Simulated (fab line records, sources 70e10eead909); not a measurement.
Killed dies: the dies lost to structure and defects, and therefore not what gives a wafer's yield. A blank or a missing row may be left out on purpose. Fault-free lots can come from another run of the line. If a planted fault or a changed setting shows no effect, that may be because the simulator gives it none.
Chamber matching    flow nand-harc    NHARC_P_GATE_DESCUM_13 on rie-diel-11: 4 sister chambers
The step chemistry O2, time 3 s. 20 wafers are shown with their chamber, then 10 later ones without.

WAFERS WITH THEIR CHAMBER
wafer   chamber  showerhead-plenum-p-Torr (Torr)  drypump-motor-current-A (A)  oes-product-au (a.u.)
L499.1  2        2.04                             6.4                          1.020
L499.4  3        2.07                             5.5                          0.993
L499.6  2        2.04                             6.4                          1.015
L501.3  3        2.07                             5.4                          0.999
L501.4  2        2.04                             6.4                          1.012
L501.6  3        2.07                             5.5                          0.999
L503.2  3        2.07                             5.5                          1.002
L503.4  0        1.91                             5.3                          1.010
L503.6  1        1.88                             6.2                          1.011
L505.3  1        1.88                             6.1                          1.021
L505.5  2        2.04                             6.4                          1.010
L505.6  1        1.88                             6.2                          1.027
L510.2  3        2.07                             5.5                          0.999
L510.3  0        1.91                             5.3                          1.004
L510.6  3        2.07                             5.5                          1.002
L511.3  2        2.04                             6.4                          1.017
L511.4  3        2.07                             5.4                          0.998
L511.6  3        2.07                             5.5                          0.993
L516.2  1        1.87                             6.1                          1.008
L516.3  2        2.04                             6.4                          1.026

SIGNATURES, as means of the wafers listed above
reading                   chamber 0  chamber 1  chamber 2  chamber 3  scatter within a chamber
showerhead-plenum-p-Torr  1.9100     1.8775     2.0400     2.0700     0.00217
drypump-motor-current-A   5.300      6.150      6.400      5.475      0.0395
oes-product-au            1.00700    1.01675    1.01667    0.99813    0.00561
Rule: distance of a wafer from a chamber = root of the sum over the readings of ((wafer's reading minus chamber's mean) / reading's scatter) squared. The wafer belongs to the nearest chamber; if the next one is less than 2 further off, it can't be placed. How the scatter is found: for the shown wafers, subtract from each reading the mean of its chamber, square and add these, divide the total by (wafers less chambers), then take the root.

WAFERS WITHOUT THEIR CHAMBER
wafer   showerhead-plenum-p-Torr (Torr)  drypump-motor-current-A (A)  oes-product-au (a.u.)
L516.4  1.91                             5.3                          0.997
L517.4  2.06                             5.5                          0.995
L517.5  1.87                             6.1                          1.012
L517.6  1.91                             5.3                          1.002
L518.2  1.91                             5.3                          1.000
L518.4  2.04                             6.4                          1.020
L518.5  2.06                             5.5                          1.006
L520.1  1.87                             6.1                          1.001
L520.3  1.91                             5.3                          1.003
L520.5  1.87                             6.2                          1.000

WHICH CHAMBER EACH WENT THROUGH
wafer   from the rows above  in truth
L516.4  0                    0
L517.4  3                    3
L517.5  1                    1
L517.6  0                    0
L518.2  0                    0
L518.4  2                    2
L518.5  3                    3
L520.1  1                    1
L520.3  0                    0
L520.5  1                    1
Correct placement for 10 of the 10. Not placeable from these rows: 0. Placed wrongly: 0.
